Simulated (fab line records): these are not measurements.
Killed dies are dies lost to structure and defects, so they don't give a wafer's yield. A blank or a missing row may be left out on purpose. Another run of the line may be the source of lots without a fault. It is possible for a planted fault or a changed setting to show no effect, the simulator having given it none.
Chamber matching -- flow n5-finfet -- pecvd-02 running N5_BEOL_M3_ILD_DEP_00: 3 sister chambers
The step deposits SiOC from DEMS/O2, target thk 79 nm, time 15.3 s. 6 wafers are shown with their chamber, then 7 later ones without.

## WAFERS WITH THEIR CHAMBER
wafer,chamber,throttle-valve-pct (%),showerhead-plenum-p-Torr (Torr)
L468.6,1,11.4,5.671
L476.2,1,11.2,5.663
L476.4,0,12.5,5.699
L476.6,2,12.2,5.713
L483.3,2,12.0,5.707
L483.4,0,12.3,5.718

## WAFERS WITHOUT THEIR CHAMBER
wafer,throttle-valve-pct (%),showerhead-plenum-p-Torr (Torr)
L483.5,11.5,5.679
L482.2,12.1,5.699
L482.3,12.3,5.706
L482.6,12.2,5.688
L481.1,11.5,5.669
L481.3,12.3,5.705
L481.6,11.6,5.671

## WHICH CHAMBER EACH WENT THROUGH
wafer,from the rows above,in truth
L483.5,1,1
L482.2,can't be placed: 2 or 0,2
L482.3,can't be placed: 0 or 2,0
L482.6,can't be placed: 2 or 0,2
L481.1,1,1
L481.3,can't be placed: 0 or 2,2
L481.6,1,1
Placed correctly: 3 of 7. These rows do not allow placing 4 (true chamber among the candidates in 4). 0 placed wrongly.
How it was worked out, from the rows above alone: a wafer's distance from a chamber is the root of the sum, over the readings, of the square of ((its reading less the chamber's mean) divided by the reading's scatter). The wafer belongs to the nearest chamber; if the next one is less than 2 further off, it can't be placed. Each chamber's mean is taken over the wafers shown for it. The scatter is the square root of a quotient: the sum, over the shown wafers, of each reading's squared deviation from its chamber's mean, divided by wafers minus chambers.
